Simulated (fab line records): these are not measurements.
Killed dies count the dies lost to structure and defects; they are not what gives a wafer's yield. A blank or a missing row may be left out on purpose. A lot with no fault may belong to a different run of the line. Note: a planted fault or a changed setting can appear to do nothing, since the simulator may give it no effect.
Split-lot study + flow n5-finfet + on a route of 1938 steps: 7 lots, 39 wafers read

== ABOUT THE SPLIT ==
At N5_BEOL_M11_ALD_74 (deposits TaN, target thk 2 nm, pulse time 2 s, purge time 3 s), the setting ald-cycles was moved away from the recipe's 40 on 6 of the 39 wafers read, by -42.5% to +25.0%. This setting was run at the recipe's value on the other wafers.

Reading taken at the split's own step.

== THE READING ==
TaN_of_BEOL_M11_ALD_74.thk-nm (the simulator's own value, which no gauge read), in nm, at N5_BEOL_M11_ALD_74 (deposits TaN, target thk 2 nm, pulse time 2 s, purge time 3 s). The file gives no usual value for it.

| wafer  | tool, chamber at the split | ald-cycles as run | against the recipe | TaN_of_BEOL_M11_ALD_74.thk-nm, nm | against lot-mates on the recipe |
|--------|----------------------------|-------------------|--------------------|-----------------------------------|---------------------------------|
| L075.2 | ald-metal-04, 0,2,3        | 40                | recipe             | 2                                 | -                               |
| L075.4 | ald-metal-04, 0,2,3        | 40                | recipe             | 2                                 | -                               |
| L075.6 | ald-metal-04, 0,2,3        | 40                | recipe             | 2                                 | -                               |
| L078.1 | ald-metal-01, 0,3,1,2,2,1  | 40                | recipe             | 2                                 | -                               |
| L078.2 | ald-metal-01, 0,3,1,2,2,1  | 40                | recipe             | 2                                 | -                               |
| L078.3 | ald-metal-01, 0,3,1,2,2,1  | 40                | recipe             | 2                                 | -                               |
| L078.4 | ald-metal-01, 0,3,1,2,2,1  | 40                | recipe             | 2                                 | -                               |
| L078.5 | ald-metal-01, 0,3,1,2,2,1  | 40                | recipe             | 2                                 | -                               |
| L078.6 | ald-metal-01, 0,3,1,2,2,1  | 40                | recipe             | 2                                 | -                               |
| L080.1 | ald-metal-04, 2,1,0,3,2,1  | 40                | recipe             | 2                                 | -                               |
| L080.2 | ald-metal-04, 2,1,0,3,2,1  | 40                | recipe             | 2                                 | -                               |
| L080.3 | ald-metal-04, 2,1,0,3,2,1  | 40                | recipe             | 2                                 | -                               |
| L080.4 | ald-metal-04, 2,1,0,3,2,1  | 40                | recipe             | 2                                 | -                               |
| L080.5 | ald-metal-04, 2,1,0,3,2,1  | 40                | recipe             | 2                                 | -                               |
| L080.6 | ald-metal-04, 2,1,0,3,2,1  | 40                | recipe             | 2                                 | -                               |
| L089.1 | ald-metal-01, 1,3,2,0,0,3  | 40                | recipe             | 2                                 | -                               |
| L089.2 | ald-metal-01, 1,3,2,0,0,3  | 40                | recipe             | 2                                 | -                               |
| L089.3 | ald-metal-01, 1,3,2,0,0,3  | 40                | recipe             | 2                                 | -                               |
| L089.4 | ald-metal-01, 1,3,2,0,0,3  | 40                | recipe             | 2                                 | -                               |
| L089.5 | ald-metal-01, 1,3,2,0,0,3  | 40                | recipe             | 2                                 | -                               |
| L089.6 | ald-metal-01, 1,3,2,0,0,3  | 40                | recipe             | 2                                 | -                               |
| L083.1 | ald-metal-01, 0,3,1        | 40                | recipe             | 2                                 | -                               |
| L083.3 | ald-metal-01, 0,3,1        | 40                | recipe             | 2                                 | -                               |
| L083.6 | ald-metal-01, 0,3,1        | 40                | recipe             | 2                                 | -                               |
| L083.2 | ald-metal-01, 1,2,2        | 50                | +25.0%             | 2.6                               | +0.6                            |
| L083.4 | ald-metal-01, 1,2,2        | 50                | +25.0%             | 2.6                               | +0.6                            |
| L083.5 | ald-metal-01, 1,2,2        | 50                | +25.0%             | 2.6                               | +0.6                            |
| L088.1 | ald-metal-03, 2,2,1        | 40                | recipe             | 2                                 | -                               |
| L088.4 | ald-metal-03, 2,2,1        | 40                | recipe             | 2                                 | -                               |
| L088.6 | ald-metal-03, 2,2,1        | 40                | recipe             | 2                                 | -                               |
| L088.2 | ald-metal-03, 1,1,2        | 23                | -42.5%             | 1.2                               | -0.8                            |
| L088.3 | ald-metal-03, 1,1,2        | 23                | -42.5%             | 1.2                               | -0.8                            |
| L088.5 | ald-metal-03, 1,1,2        | 23                | -42.5%             | 1.2                               | -0.8                            |
| L090.1 | ald-metal-01, 0,1,2,3,0,1  | 40                | recipe             | 2                                 | -                               |
| L090.2 | ald-metal-01, 0,1,2,3,0,1  | 40                | recipe             | 2                                 | -                               |
| L090.3 | ald-metal-01, 0,1,2,3,0,1  | 40                | recipe             | 2                                 | -                               |
| L090.4 | ald-metal-01, 0,1,2,3,0,1  | 40                | recipe             | 2                                 | -                               |
| L090.5 | ald-metal-01, 0,1,2,3,0,1  | 40                | recipe             | 2                                 | -                               |
| L090.6 | ald-metal-01, 0,1,2,3,0,1  | 40                | recipe             | 2                                 | -                               |
When a row names more than one chamber, that row covers several wafers, and the file does not tell which wafer ran in which chamber.

THE FIT
A straight line over all 39 wafers: TaN_of_BEOL_M11_ALD_74.thk-nm changes by +0.0202 nm for each +1% of ald-cycles; r = +0.99; the points scatter about the line by 0.029 nm.
The same after taking each lot's own level away (the mean of its wafers on the recipe; 39 wafers): +0.0202 nm for each +1%; r = +0.99; scatter 0.029 nm.
That fit puts the effect of the largest move of ald-cycles on the reading at 0.86 nm.
The lots' own levels span 2.00 to 2.00 nm.
So the lot-to-lot level changes the slope little: the two slopes agree.
Check: for one of the wafers moved furthest among these (-42.5%), held out of the fit, the line's prediction against its lot-mates is -0.865 nm. Against them it came out at -0.8 nm.

== OTHER SPLITS APPLIED TO THESE WAFERS ==
Before the reading, these wafers also passed through other splits. Each is held against what the fit with the lots' levels taken away leaves over:
| other split on the same wafers   | wafers away from the commonest value | r with TaN_of_BEOL_M11_ALD_74.thk-nm (lot level and that fit taken away) |
|----------------------------------|--------------------------------------|--------------------------------------------------------------------------|
| N5_BEOL_M7_TRENCH_ETCH_37 time-s | 12                                   | +0.14                                                                    |
| N5_BEOL_M8_ILD_DEP_00 time-s     | 18                                   | +0.06                                                                    |

== FILE'S OWN FIT ==
TaN_of_BEOL_M11_ALD_74.thk-nm changes by +0.0202 nm for each +1% of ald-cycles, r = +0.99.
